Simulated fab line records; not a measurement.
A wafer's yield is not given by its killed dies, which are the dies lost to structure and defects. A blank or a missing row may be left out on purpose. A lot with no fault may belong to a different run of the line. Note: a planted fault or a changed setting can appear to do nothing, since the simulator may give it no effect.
fab line records ; flow n5-finfet
[record] lots = 7; wafers = 39
route steps=1938 shown FIN_SAQP@96 STI_FIN_REVEAL@183 HKMG_FIN@403 MOL_CONTACT_COAG@559 BEOL_M0_CUTY@711 BEOL_M2@841
start-h: start of the lot's first displayed wafer, in hours after the record's first day ; wait-h: hours from the lot's prior step to this one ; " identical to the entry in the row above ; L1.1+2: several wafers, shown together as one row ; - no value, or no start given ; * or withheld: withheld ; < > ~ a bound
route shown NAME@n: a module of which the file shows steps, and the number in the route of the first ; usual: mean/standard deviation taken from wafers without a fault ; same: alike in all rows ; chamber/n: place in a boat ; sites: readings site by site ; _std_site: the standard deviation of these ; _edge_site: outer sites' mean less inner sites' ; radius-mm: for every site, how far away it sits from the centre of the wafer ; mask NAME#n: copy n ; behind: the most recent tool/chamber to have shaped the wafer ; hold: why the lot was held/for how many hours/how that ended ; device: names the non-switching transistor (n, p or np) ; end of line: the same wafers' tests at the end of the route ; for a step that has no rows: nothing shown but its recipe ; killed: dies lost to structure and defects at the first sort, not the wafer's yield ; map: a wafer's dies, marking killed ones x, the rest . and places with no die _
set.NAME: the setting that was run; set.NAME@STEP: the one run at that earlier step ; model.NAME: the simulator's own value behind a step, which no gauge read
lots where settings were altered on purpose, with a table for each step and a row for each wafer
[[steps]]
[step N5_FIN_SAQP_HM_DEP_03]
[recipe] material = SiNx; target-thk-a = 380; temp-c = 400; precursor = SiH4/NH3/N2; pressure-torr = 1.5; rf-w = 300; time-s = 33.6
lot.wafer;tool;chamber;start-h;wait-h;set.time-s;model.SiNx_of_FIN_SAQP_HM_DEP_03.thk-nm
L074.1;pecvd-04;2;20.81;0.2;33.6;37.55
L074.2;pecvd-04;1;20.81;0.2;33.6;37.57
L074.3;pecvd-04;0;20.81;0.2;33.6;37.06
L074.4;pecvd-04;2;20.81;0.2;33.6;38.05
L074.5;pecvd-04;1;20.81;0.2;33.6;38.1
L074.6;pecvd-04;0;20.81;0.2;33.6;38.3
L075.1;pecvd-03;1;26.51;0.2;51.36;57.2
L075.2;pecvd-03;0;26.51;0.2;51.36;57.75
L075.3;pecvd-03;2;26.51;0.2;33.6;37.04
L075.4;pecvd-03;2;26.51;0.2;33.6;37.37
L075.5;pecvd-03;0;26.51;0.2;51.36;58.22
L075.6;pecvd-03;1;26.51;0.2;33.6;38.14
L078.2;pecvd-04;1;45.72;0.2;33.6;37.65
L078.4;pecvd-04;0;45.72;0.2;33.6;38.32
L078.6;pecvd-04;1;45.72;0.2;33.6;38.4
L085.1;pecvd-01;1;87.21;0.2;46.33;51.05
L085.2;pecvd-01;2;87.21;0.2;33.6;37.04
L085.3;pecvd-01;0;87.21;0.2;46.33;51.48
L085.4;pecvd-01;2;87.21;0.2;33.6;37.83
L085.5;pecvd-01;0;87.21;0.2;33.6;38.15
L085.6;pecvd-01;1;87.21;0.2;46.33;52.16
L088.1;pecvd-01;1;104.86;0.2;33.6;37.22
L088.2;pecvd-01;0;104.86;0.2;46.84;52.16
L088.3;pecvd-01;2;104.86;0.2;33.6;37.3
L088.4;pecvd-01;0;104.86;0.2;46.84;53.12
L088.5;pecvd-01;1;104.86;0.2;33.6;37.44
L088.6;pecvd-01;2;104.86;0.2;46.84;52.73
L092.1;pecvd-03;2;129.08;0.2;41.08;45.81
L092.2;pecvd-03;1;129.08;0.2;33.6;37.67
L092.3;pecvd-03;0;129.08;0.2;41.08;46.44
L092.4;pecvd-03;1;129.08;0.2;33.6;38.4
L092.5;pecvd-03;2;129.08;0.2;33.6;38.2
L092.6;pecvd-03;0;129.08;0.2;41.08;47.17
L097.1;pecvd-01;0;158.93;0.2;52.62;58.08
L097.2;pecvd-01;2;158.93;0.2;33.6;36.29
L097.3;pecvd-01;1;158.93;0.2;33.6;36.75
L097.4;pecvd-01;0;158.93;0.2;33.6;37.63
L097.5;pecvd-01;2;158.93;0.2;52.62;59.03
L097.6;pecvd-01;1;158.93;0.2;52.62;58.96
[step N5_FIN_SAQP_THK_MEAS_05]
[usual] thk-nm = 37.9/0.55
lot.wafer;tool;chamber;start-h;wait-h;set.time-s@FIN_SAQP_HM_DEP_03;thk-nm
L074.1;film-metro-01;-;20.89;0.1;33.6;37.5
L074.2;film-metro-01;-;20.89;0.1;33.6;37.6
L074.3;film-metro-01;-;20.89;0.1;33.6;37.1
L074.4;film-metro-01;-;20.89;0.1;33.6;38.0
L074.5;film-metro-01;-;20.89;0.1;33.6;38.1
L074.6;film-metro-01;-;20.89;0.1;33.6;38.3
L075.1;film-metro-01;-;26.59;0.1;51.36;57.2
L075.2;film-metro-01;-;26.59;0.1;51.36;57.7
L075.3;film-metro-01;-;26.59;0.1;33.6;37.0
L075.4;film-metro-01;-;26.59;0.1;33.6;37.4
L075.5;film-metro-01;-;26.59;0.1;51.36;58.3
L075.6;film-metro-01;-;26.59;0.1;33.6;38.1
L078.2;film-metro-02;-;45.83;0.1;33.6;37.7
L078.4;film-metro-02;-;45.83;0.1;33.6;38.4
L078.6;film-metro-02;-;45.83;0.1;33.6;38.4
L085.1;film-metro-02;-;87.30;0.1;46.33;51.0
L085.2;film-metro-02;-;87.30;0.1;33.6;37.0
L085.3;film-metro-02;-;87.30;0.1;46.33;51.5
L085.4;film-metro-02;-;87.30;0.1;33.6;37.8
L085.5;film-metro-02;-;87.30;0.1;33.6;38.1
L085.6;film-metro-02;-;87.30;0.1;46.33;52.1
L088.1;film-metro-01;-;104.95;0.1;33.6;37.2
L088.2;film-metro-01;-;104.95;0.1;46.84;52.2
L088.3;film-metro-01;-;104.95;0.1;33.6;37.4
L088.4;film-metro-01;-;104.95;0.1;46.84;53.1
L088.5;film-metro-01;-;104.95;0.1;33.6;37.4
L088.6;film-metro-01;-;104.95;0.1;46.84;52.8
L092.1;film-metro-01;-;129.17;0.1;41.08;45.8
L092.2;film-metro-01;-;129.17;0.1;33.6;37.7
L092.3;film-metro-01;-;129.17;0.1;41.08;46.4
L092.4;film-metro-01;-;129.17;0.1;33.6;38.5
L092.5;film-metro-01;-;129.17;0.1;33.6;38.2
L092.6;film-metro-01;-;129.17;0.1;41.08;47.2
L097.1;film-metro-02;-;159.02;0.1;52.62;58.1
L097.2;film-metro-02;-;159.02;0.1;33.6;36.3
L097.3;film-metro-02;-;159.02;0.1;33.6;36.8
L097.4;film-metro-02;-;159.02;0.1;33.6;37.6
L097.5;film-metro-02;-;159.02;0.1;52.62;59.0
L097.6;film-metro-02;-;159.02;0.1;52.62;59.0
[step N5_FIN_SAQP_PECVD_47]
[recipe] material = a-Si; target-thk-a = 450; temp-c = 400; precursor = SiH4/He; pressure-torr = 3; rf-w = 100; time-s = 36.3
[step N5_FIN_SAQP_PECVD_48]
[recipe] material = SiNx; target-thk-a = 250; temp-c = 400; precursor = SiH4/NH3/N2; pressure-torr = 1.5; rf-w = 300; time-s = 22.1
[step N5_FIN_SAQP_MANDREL2_REMOVE_60]
[recipe] chemistry = HBr/Cl2/O2; bt-time-s = 10; target = a-Si; stop-on = SiNx; endpoint = OES-SiCl; over-etch-frac = 1; icp-w = 600; bias-w = 22; HBr_flow_sccm = 150; Cl2_flow_sccm = 80; O2_flow_sccm = 5; pressure-mtorr = 10
[step N5_FIN_SAQP_HM_OPEN_33]
[recipe] chemistry = CH3F/O2; target = SiNx; mask-material = SiO2; target-depth-a = 494; time-s = 70.6; pressure-mtorr = 30; source-w = 395; bias-w = 73; Ar_flow_sccm = 150; CH3F_flow_sccm = 30; O2_flow_sccm = 20; ion-energy-ev = 120; ends = cleared
[usual] etch-rf-on-time-s = 69.0/1.3
lot.wafer;tool;chamber;start-h;wait-h;set.time-s@FIN_SAQP_HM_DEP_03;etch-rf-on-time-s;model.etch.depth-nm;model.FIN_SAQP.cd-nm
L074.1;rie-diel-05;2;25.49;0.0;33.6;68.7;36.92;8.2
L074.2;rie-diel-05;3;25.49;0.0;33.6;67.4;36.89;8
L074.3;rie-diel-05;0;25.49;0.0;33.6;65.8;36.36;8.2
L074.4;rie-diel-05;1;25.49;0.0;33.6;70.3;37.41;8.2
L074.5;rie-diel-05;2;25.49;0.0;33.6;69.3;37.46;8
L074.6;rie-diel-05;3;25.49;0.0;33.6;68.6;37.67;8
L075.1;rie-diel-03;2;31.45;0.0;51.36;107.4;56.57;7.6
L075.2;rie-diel-03;1;31.45;0.0;51.36;107.8;57.07;7.8
L075.3;rie-diel-03;3;31.45;0.0;33.6;67.8;36.41;8.2
L075.4;rie-diel-03;0;31.45;0.0;33.6;68.7;36.69;8
L075.5;rie-diel-03;1;31.45;0.0;51.36;108.3;57.6;7.8
L075.6;rie-diel-03;2;31.45;0.0;33.6;71.1;37.47;8
L078.2;rie-diel-05;3;51.34;0.2;33.6;68.0;36.97;8.2
L078.4;rie-diel-05;3;51.34;0.2;33.6;69.2;37.69;8
L078.6;rie-diel-05;0;51.34;0.2;33.6;69.5;37.72;8.2
L085.1;rie-diel-05;3;96.34;0.0;46.33;91.9;50.38;7.8
L085.2;rie-diel-05;1;96.34;0.0;33.6;67.0;36.4;8
L085.3;rie-diel-05;0;96.34;0.0;46.33;93.4;50.86;7.8
L085.4;rie-diel-05;2;96.34;0.0;33.6;69.5;37.14;8
L085.5;rie-diel-05;0;96.34;0.0;33.6;68.7;37.47;8
L085.6;rie-diel-05;1;96.34;0.0;46.33;95.3;51.53;7.8
L088.1;rie-diel-02;2;110.23;0.0;33.6;68.5;36.5;8
L088.2;rie-diel-02;0;110.23;0.0;46.84;97.4;51.54;7.8
L088.3;rie-diel-02;1;110.23;0.0;33.6;69.2;36.6;8
L088.4;rie-diel-02;3;110.23;0.0;46.84;97.6;52.49;7.8
L088.5;rie-diel-02;1;110.23;0.0;33.6;69.2;36.75;8
L088.6;rie-diel-02;0;110.23;0.0;46.84;98.4;52.1;7.8
L092.1;rie-diel-02;3;133.89;0.0;41.08;82.4;45.19;7.8
L092.2;rie-diel-02;2;133.89;0.0;33.6;67.6;36.98;8
L092.3;rie-diel-02;0;133.89;0.0;41.08;84.5;45.76;8
L092.4;rie-diel-02;1;133.89;0.0;33.6;69.0;37.76;8
L092.5;rie-diel-02;2;133.89;0.0;33.6;68.4;37.52;8
L092.6;rie-diel-02;1;133.89;0.0;41.08;86.0;46.48;7.8
L097.1;rie-diel-02;1;163.58;0.0;52.62;107.2;57.39;7.6
L097.2;rie-diel-02;0;163.58;0.0;33.6;66.2;35.61;8.2
L097.3;rie-diel-02;2;163.58;0.0;33.6;67.2;36.12;8.2
L097.4;rie-diel-02;3;163.58;0.0;33.6;67.4;37.01;8.2
L097.5;rie-diel-02;3;163.58;0.0;52.62;106.5;58.4;7.8
L097.6;rie-diel-02;0;163.58;0.0;52.62;109.3;58.28;7.6
[step N5_STI_FIN_REVEAL_ALD_00]
[recipe] material = SiO2; target-thk-a = 10; temp-c = 300; ald-precursor-family = BDEAS; ald-co-reactant = O2-plasma; pulse-time-s = 1; pressure-torr = 2
lot.wafer;tool;chamber;start-h;wait-h;set.target-thk-a;model.SiO2_of_STI_FIN_REVEAL_ALD_00.thk-nm
L074.1+2+4;ald-sin-01;1,2,0;27.44;0.0;13.23;1.4
L074.3+5+6;ald-sin-01;3,0,3;27.44;0.0;10;1
L075.1+3+4;ald-sin-03;3,1,2;33.70;0.0;13.61;1.4
L075.2+5+6;ald-sin-03;0,1,2;33.70;0.0;10;1
L078.2+4+6;ald-sin-02;0,3,2;53.51;0.0;10;1
L085.1+5+6;ald-sin-03;3,2,3;100.38;1.9;10;1
L085.2+3+4;ald-sin-03;1,2,0;100.38;1.9;4.694;0.4
L088.1+2+6;ald-sin-03;1,0,0;112.14;0.0;7.255;0.8
L088.3+4+5;ald-sin-03;3,2,1;112.14;0.0;10;1
L092.1+4+6;ald-sin-02;1,3,3;135.83;0.1;14.04;1.4
L092.2+3+5;ald-sin-02;2,0,0;135.83;0.1;10;1
L097.1+2+3+4+5+6;ald-sin-02;3,1,2,0,1,0;165.62;0.0;10;1
[step N5_HKMG_FIN_ETCH_55]
[recipe] chemistry = N2/H2; target = SOC; target-depth-a = 2400; temp-c = 40; time-s = 300; ion-energy-ev = 200; mask-material = SiARC; pressure-mtorr = 30; source-w = 840; bias-w = 150; n2-flow-sccm = 200; h2-flow-sccm = 200
lot.wafer;tool;chamber;start-h;wait-h;set.time-s;model.etch.depth-nm;model.HKMG_FIN.feature-depth-nm;model.SiARC_of_HKMG_FIN_COAT_42.thk-nm
L074.1;rie-diel-03;1;69.13;0.0;300;237.7;237.6;21.2
L074.2;rie-diel-03;0;69.13;0.0;414.9;326.2;326.2;16
L074.3;rie-diel-03;2;69.13;0.0;414.9;321.9;322;16.6
L074.4;rie-diel-03;3;69.13;0.0;300;244.8;244.8;21
L074.5;rie-diel-03;0;69.13;0.0;414.9;327;327;16
L074.6;rie-diel-03;1;69.13;0.0;300;236.3;236.4;21.4
L075.1;rie-diel-05;2;76.46;0.0;300;241.3;241.4;21.2
L075.2;rie-diel-05;3;76.46;0.0;300;244.1;244;20.8
L075.3;rie-diel-05;1;76.46;0.0;300;243.5;243.4;21.2
L075.4;rie-diel-05;0;76.46;0.0;300;246.1;246;21
L075.5;rie-diel-05;3;76.46;0.0;300;245.4;245.4;20.8
L075.6;rie-diel-05;2;76.46;0.0;300;240;240;21.2
L078.2;rie-diel-05;3;97.54;0.0;300;243.4;243.4;21
L078.4;rie-diel-05;2;97.54;0.0;300;238.9;238.8;21.4
L078.6;rie-diel-05;1;97.54;0.0;300;240.1;240.2;21.4
L085.1;rie-diel-03;2;141.84;0.0;300;238.1;238.2;21.6
L085.2;rie-diel-03;3;141.84;0.0;300;240.1;240.2;21.4
L085.3;rie-diel-03;1;141.84;0.0;237.2;185.7;185.6;24.4
L085.4;rie-diel-03;2;141.84;0.0;237.2;188.1;188.2;24.4
L085.5;rie-diel-03;3;141.84;0.0;237.2;191.5;191.6;24.2
L085.6;rie-diel-03;1;141.84;0.0;300;233.8;233.8;21.6
L088.1;rie-diel-03;2;155.21;0.0;133.5;107.7;107.8;28.8
L088.2;rie-diel-03;3;155.21;0.0;300;246.5;246.6;20.8
L088.3;rie-diel-03;1;155.21;0.0;300;237.4;237.4;21.2
L088.4;rie-diel-03;2;155.21;0.0;133.5;108;108;28.8
L088.5;rie-diel-03;1;155.21;0.0;300;237.9;238;21.2
L088.6;rie-diel-03;3;155.21;0.0;133.5;109.8;109.8;28.8
L092.1;rie-diel-03;1;179.67;0.0;300;234.7;234.8;21.4
L092.2;rie-diel-03;3;179.67;0.0;300;241.1;241.2;21.4
L092.3;rie-diel-03;0;179.67;0.0;300;241.9;242;21
L092.4;rie-diel-03;2;179.67;0.0;300;238;238;21.4
L092.5;rie-diel-03;3;179.67;0.0;300;241.8;241.8;21.2
L092.6;rie-diel-03;2;179.67;0.0;300;240.5;240.4;21.4
L097.1;rie-diel-05;2;209.57;0.0;300;234.6;234.6;21.6
L097.2;rie-diel-05;1;209.57;0.0;300;239.2;239.2;21.2
L097.3;rie-diel-05;3;209.57;0.0;423.7;344.3;344.2;15
L097.4;rie-diel-05;0;209.57;0.0;423.7;342.5;342.4;15.2
L097.5;rie-diel-05;3;209.57;0.0;300;242;242;21
L097.6;rie-diel-05;2;209.57;0.0;423.7;336.1;336;15.6
[step N5_MOL_CONTACT_COAG_ALD_27]
[recipe] material = SiOC; target-thk-a = 170; temp-c = 400; ald-precursor-family = carbosiloxane; ald-co-reactant = H2-plasma; pulse-time-s = 1.5; time-s = 2720; purge-time-s = 2; co-reactant-purge-time-s = 2; ald-cycles = 340; pressure-torr = 2
lot.wafer;tool;chamber;start-h;wait-h;set.ald-cycles;model.SiOC_of_MOL_CONTACT_COAG_ALD_27.thk-nm
L074.1+2;ald-sin-01;1,2;92.55;0.0;218;11
L074.3+5;ald-sin-01;3,1;92.55;0.0;340;17
L074.4;ald-sin-01;0;92.55;0.0;340;17.2
L074.6;ald-sin-01;2;92.55;0.0;218;10.8
L075.1+2+3;ald-sin-04;1,0,3;101.09;0.3;528;26.4
L075.4+5+6;ald-sin-04;2,1,2;101.09;0.3;340;17
L078.2;ald-sin-04;3;121.10;0.0;340;17
L078.4+6;ald-sin-04;2,0;121.10;0.0;340;17.2
L085.1+2+3+4+5+6;ald-sin-03;0,1,3,1,0,3;166.14;0.9;340;17
L088.1+3;ald-sin-04;0,1;177.56;0.0;524;26.2
L088.2;ald-sin-04;3;177.56;0.0;524;26.4
L088.4+5+6;ald-sin-04;2,3,2;177.56;0.0;340;17
L092.1;ald-sin-04;0;204.21;0.0;541;27.2
L092.2+6;ald-sin-04;1;204.21;0.0;541;27
L092.3+4;ald-sin-04;2,3;204.21;0.0;340;17
L092.5;ald-sin-04;0;204.21;0.0;340;17.2
L097.1+6;ald-sin-01;1,0;233.10;0.6;276;13.8
L097.2+3+5;ald-sin-01;2,0,3;233.10;0.6;340;17
L097.4;ald-sin-01;3;233.10;0.6;276;14
[step N5_BEOL_M0_CUTY_DESCUM_61]
[recipe] chemistry = O2; time-s = 7.9; source-power-w = 50; bias-power-w = 20; pressure-mtorr = 20; rf-frequency-hz = 2.712e+07; temp-c = 40; resist = CAR-ArF-block; o2-flow-sccm = 225
lot.wafer;tool;chamber;start-h;wait-h;set.time-s;model.CAR-ArF-block_of_BEOL_M0_CUTY_COAT_51.thk-nm
L074.1;rie-diel-05;2;112.30;0.1;4.868;145
L074.2;rie-diel-05;3;112.30;0.1;7.9;143.4
L074.3;rie-diel-05;1;112.30;0.1;4.868;145.2
L074.4;rie-diel-05;0;112.30;0.1;7.9;143.2
L074.5;rie-diel-05;0;112.30;0.1;7.9;143
L074.6;rie-diel-05;1;112.30;0.1;4.868;145.6
L075.1+3;rie-diel-03;0,2;120.23;0.0;7.9;143.2
L075.2;rie-diel-03;1;120.23;0.0;7.9;143.6
L075.4;rie-diel-03;3;120.23;0.0;7.9;143.4
L075.5;rie-diel-03;3;120.23;0.0;7.9;142.8
L075.6;rie-diel-03;2;120.23;0.0;7.9;143.8
L078.2;rie-diel-05;0;140.19;0.0;7.9;143.2
L078.4;rie-diel-05;1;140.19;0.0;7.9;143.4
L078.6;rie-diel-05;0;140.19;0.0;7.9;143.8
L085.1+5;rie-diel-02;0,2;185.33;0.0;7.9;143.6
L085.2+4+6;rie-diel-02;1,3,1;185.33;0.0;3.329;146.4
L085.3;rie-diel-02;2;185.33;0.0;7.9;143.4
L088.1;rie-diel-05;1;196.30;0.0;7.9;142.8
L088.2+4+5+6;rie-diel-05;2,3,0,1;196.30;0.0;7.9;143.2
L088.3;rie-diel-05;0;196.30;0.0;7.9;143.4
L092.1+3;rie-diel-03;2,3;223.23;0.0;7.9;144.2
L092.2;rie-diel-03;0;223.23;0.0;9.623;143.4
L092.4;rie-diel-03;3;223.23;0.0;7.9;144.8
L092.5;rie-diel-03;2;223.23;0.0;9.623;143.6
L092.6;rie-diel-03;0;223.23;0.0;9.623;142.8
L097.1+2+4;rie-diel-03;2,3,3;254.58;0.8;7.9;142.8
L097.3;rie-diel-03;1;254.58;0.8;7.9;142.6
L097.5;rie-diel-03;2;254.58;0.8;7.9;143
L097.6;rie-diel-03;1;254.58;0.8;7.9;143.2
[step N5_BEOL_M0_CUTY_ETCH_62]
[recipe] chemistry = CF4; target = SiARC; mask-material = CAR-ArF-block; time-s = 58.5; ion-energy-ev = 80; pressure-mtorr = 40; source-w = 545; bias-w = 36; Ar_flow_sccm = 100; cf4-flow-sccm = 100; ends = cleared
lot.wafer;tool;chamber;start-h;wait-h;set.time-s@BEOL_M0_CUTY_DESCUM_61;model.CAR-ArF-block_of_BEOL_M0_CUTY_COAT_51.thk-nm
L074.1;rie-diel-05;2;112.34;0.0;4.868;120
L074.2+4;rie-diel-05;3,0;112.34;0.0;7.9;118.2
L074.3;rie-diel-05;1;112.34;0.0;4.868;120.2
L074.5;rie-diel-05;0;112.34;0.0;7.9;118
L074.6;rie-diel-05;1;112.34;0.0;4.868;120.6
L075.1;rie-diel-03;0;120.26;0.0;7.9;118
L075.2+6;rie-diel-03;1,2;120.26;0.0;7.9;118.6
L075.3;rie-diel-03;2;120.26;0.0;7.9;118.2
L075.4;rie-diel-03;3;120.26;0.0;7.9;118.4
L075.5;rie-diel-03;3;120.26;0.0;7.9;117.8
L078.2;rie-diel-05;0;140.23;0.0;7.9;118.2
L078.4;rie-diel-05;1;140.23;0.0;7.9;118.4
L078.6;rie-diel-05;0;140.23;0.0;7.9;118.8
L085.1+5;rie-diel-02;0,2;185.36;0.0;7.9;118.6
L085.2+4;rie-diel-02;1,3;185.36;0.0;3.329;121.4
L085.3;rie-diel-02;2;185.36;0.0;7.9;118.4
L085.6;rie-diel-02;1;185.36;0.0;3.329;121.2
L088.1;rie-diel-05;1;196.34;0.0;7.9;117.8
L088.2+4+5+6;rie-diel-05;2,3,0,1;196.34;0.0;7.9;118.2
L088.3;rie-diel-05;0;196.34;0.0;7.9;118.4
L092.1+3;rie-diel-03;2,3;223.26;0.0;7.9;119.2
L092.2;rie-diel-03;0;223.26;0.0;9.623;118.4
L092.4;rie-diel-03;3;223.26;0.0;7.9;119.6
L092.5;rie-diel-03;2;223.26;0.0;9.623;118.6
L092.6;rie-diel-03;0;223.26;0.0;9.623;117.8
L097.1+4;rie-diel-03;2,3;254.61;0.0;7.9;117.8
L097.2+3;rie-diel-03;3,1;254.61;0.0;7.9;117.6
L097.5;rie-diel-03;2;254.61;0.0;7.9;118
L097.6;rie-diel-03;1;254.61;0.0;7.9;118.2
[step N5_BEOL_M2_ILD_DEP_00]
[recipe] material = SiOC; target-thk-a = 790; temp-c = 350; precursor = DEMS/O2; pressure-torr = 5; rf-w = 500; time-s = 15.3
lot.wafer;tool;chamber;start-h;wait-h;set.time-s;model.SiOC_of_BEOL_M2_ILD_DEP_00.thk-nm
L074.1+4;pecvd-03;1;134.42;0.0;15.3;78.8
L074.2;pecvd-03;2;134.42;0.0;15.3;77.4
L074.3;pecvd-03;0;134.42;0.0;15.3;78.6
L074.5;pecvd-03;2;134.42;0.0;15.3;79
L074.6;pecvd-03;0;134.42;0.0;15.3;79.4
L075.1;pecvd-04;2;148.47;0.0;6.935;36.2
L075.2;pecvd-04;1;148.47;0.0;15.3;79.8
L075.3+4;pecvd-04;0,2;148.47;0.0;15.3;78.4
L075.5;pecvd-04;0;148.47;0.0;6.935;36.8
L075.6;pecvd-04;1;148.47;0.0;6.935;36
L078.2;pecvd-04;1;159.38;0.0;15.3;78.6
L078.4+6;pecvd-04;0,2;159.38;0.0;15.3;79.2
L085.1;pecvd-03;1;213.30;0.0;15.3;77.6
L085.2;pecvd-03;0;213.30;0.0;15.3;79
L085.3;pecvd-03;2;213.30;0.0;15.3;77.4
L085.4;pecvd-03;2;213.30;0.0;15.3;78.2
L085.5;pecvd-03;0;213.30;0.0;15.3;79.2
L085.6;pecvd-03;1;213.30;0.0;15.3;77.8
L088.1+3;pecvd-01;1,2;216.84;0.0;15.3;79.2
L088.2;pecvd-01;0;216.84;0.0;15.3;79
L088.4+5;pecvd-01;0,2;216.84;0.0;15.3;80.4
L088.6;pecvd-01;1;216.84;0.0;15.3;80
L092.1;pecvd-01;1;251.27;0.0;15.3;77
L092.2;pecvd-01;0;251.27;0.0;15.3;77.8
L092.3;pecvd-01;2;251.27;0.0;22.8;115.4
L092.4;pecvd-01;2;251.27;0.0;22.8;116.6
L092.5;pecvd-01;0;251.27;0.0;15.3;79.8
L092.6;pecvd-01;1;251.27;0.0;22.8;116.2
L097.1;pecvd-03;2;274.80;0.0;18.03;90.6
L097.2;pecvd-03;0;274.80;0.0;15.3;78
L097.3;pecvd-03;1;274.80;0.0;18.03;90.4
L097.4;pecvd-03;2;274.80;0.0;18.03;91.4
L097.5+6;pecvd-03;1,0;274.80;0.0;15.3;78.4
[step N5_BEOL_M2_THK_MEAS_01]
[recipe] reads = SiOC_of_BEOL_M2_ILD_DEP_00
[usual] M2_ILD_THK = 78.7/0.99
lot.wafer;tool;chamber;start-h;wait-h;set.time-s@BEOL_M2_ILD_DEP_00;M2_ILD_THK[nm]
L074.1;film-metro-02;-;134.49;0.0;15.3;78.7
L074.2;film-metro-02;-;134.49;0.0;15.3;77.4
L074.3;film-metro-02;-;134.49;0.0;15.3;78.6
L074.4;film-metro-02;-;134.49;0.0;15.3;78.7
L074.5;film-metro-02;-;134.49;0.0;15.3;78.9
L074.6;film-metro-02;-;134.49;0.0;15.3;79.5
L075.1;film-metro-01;-;148.54;0.0;6.935;36.1
L075.2;film-metro-01;-;148.54;0.0;15.3;79.9
L075.3;film-metro-01;-;148.54;0.0;15.3;78.3
L075.4;film-metro-01;-;148.54;0.0;15.3;78.4
L075.5;film-metro-01;-;148.54;0.0;6.935;36.9
L075.6;film-metro-01;-;148.54;0.0;6.935;35.9
L078.2;film-metro-01;-;159.45;0.1;15.3;78.6
L078.4;film-metro-01;-;159.45;0.1;15.3;79.2
L078.6;film-metro-01;-;159.45;0.1;15.3;79.0
L085.1;film-metro-02;-;213.37;0.0;15.3;77.6
L085.2;film-metro-02;-;213.37;0.0;15.3;79.1
L085.3;film-metro-02;-;213.37;0.0;15.3;77.3
L085.4;film-metro-02;-;213.37;0.0;15.3;78.1
L085.5;film-metro-02;-;213.37;0.0;15.3;79.2
L085.6;film-metro-02;-;213.37;0.0;15.3;77.8
L088.1;film-metro-01;-;216.91;0.1;15.3;79.3
L088.2;film-metro-01;-;216.91;0.1;15.3;79.1
L088.3;film-metro-01;-;216.91;0.1;15.3;79.3
L088.4;film-metro-01;-;216.91;0.1;15.3;80.5
L088.5;film-metro-01;-;216.91;0.1;15.3;80.4
L088.6;film-metro-01;-;216.91;0.1;15.3;80.0
L092.1;film-metro-01;-;251.34;0.0;15.3;77.0
L092.2;film-metro-01;-;251.34;0.0;15.3;77.8
L092.3;film-metro-01;-;251.34;0.0;22.8;115.3
L092.4;film-metro-01;-;251.34;0.0;22.8;116.8
L092.5;film-metro-01;-;251.34;0.0;15.3;79.8
L092.6;film-metro-01;-;251.34;0.0;22.8;116.3
L097.1;film-metro-01;-;274.86;0.0;18.03;90.6
L097.2;film-metro-01;-;274.86;0.0;15.3;78.0
L097.3;film-metro-01;-;274.86;0.0;18.03;90.3
L097.4;film-metro-01;-;274.86;0.0;18.03;91.5
L097.5;film-metro-01;-;274.86;0.0;15.3;78.4
L097.6;film-metro-01;-;274.86;0.0;15.3;78.4
[[key]]
[split] step = N5_FIN_SAQP_HM_DEP_03; setting = time-s; stated = 33.6; by = wafer
[response] step = N5_FIN_SAQP_HM_DEP_03; reading = model.SiNx_of_FIN_SAQP_HM_DEP_03.thk-nm; change = +0.382; per = 1%; r = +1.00
[response] step = N5_FIN_SAQP_THK_MEAS_05; reading = thk-nm; change = *; per = 1%; r = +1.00
[response] step = N5_FIN_SAQP_HM_OPEN_33; reading = etch-rf-on-time-s; change = *; per = 1%; r = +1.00
[response] step = N5_FIN_SAQP_HM_OPEN_33; reading = model.etch.depth-nm; change = +0.382; per = 1%; r = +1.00
[response] step = N5_FIN_SAQP_HM_OPEN_33; reading = model.FIN_SAQP.cd-nm; change = -0.00699; per = 1%; r = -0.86
[split] step = N5_STI_FIN_REVEAL_ALD_00; setting = target-thk-a; stated = 10; by = wafer
[response] step = N5_STI_FIN_REVEAL_ALD_00; reading = model.SiO2_of_STI_FIN_REVEAL_ALD_00.thk-nm; change = +0.0107; per = 1%; r = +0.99
[split] step = N5_HKMG_FIN_ETCH_55; setting = time-s; stated = 300; by = wafer
[response] step = N5_HKMG_FIN_ETCH_55; reading = model.etch.depth-nm; change = +2.37; per = 1%; r = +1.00
[response] step = N5_HKMG_FIN_ETCH_55; reading = model.HKMG_FIN.feature-depth-nm; change = +2.37; per = 1%; r = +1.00
[response] step = N5_HKMG_FIN_ETCH_55; reading = model.SiARC_of_HKMG_FIN_COAT_42.thk-nm; change = -0.139; per = 1%; r = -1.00
[split] step = N5_MOL_CONTACT_COAG_ALD_27; setting = ald-cycles; stated = 340; by = wafer
[response] step = N5_MOL_CONTACT_COAG_ALD_27; reading = model.SiOC_of_MOL_CONTACT_COAG_ALD_27.thk-nm; change = +0.17; per = 1%; r = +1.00
[split] step = N5_BEOL_M0_CUTY_DESCUM_61; setting = time-s; stated = 7.9; by = wafer
[response] step = N5_BEOL_M0_CUTY_DESCUM_61; reading = model.CAR-ArF-block_of_BEOL_M0_CUTY_COAT_51.thk-nm; change = -0.051; per = 1%; r = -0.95
[response] step = N5_BEOL_M0_CUTY_ETCH_62; reading = model.CAR-ArF-block_of_BEOL_M0_CUTY_COAT_51.thk-nm; change = -0.0504; per = 1%; r = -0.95
[split] step = N5_BEOL_M2_ILD_DEP_00; setting = time-s; stated = 15.3; by = wafer
[response] step = N5_BEOL_M2_ILD_DEP_00; reading = model.SiOC_of_BEOL_M2_ILD_DEP_00.thk-nm; change = +0.771; per = 1%; r = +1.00
[response] step = N5_BEOL_M2_THK_MEAS_01; reading = M2_ILD_THK; change = +0.773; per = 1%; r = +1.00
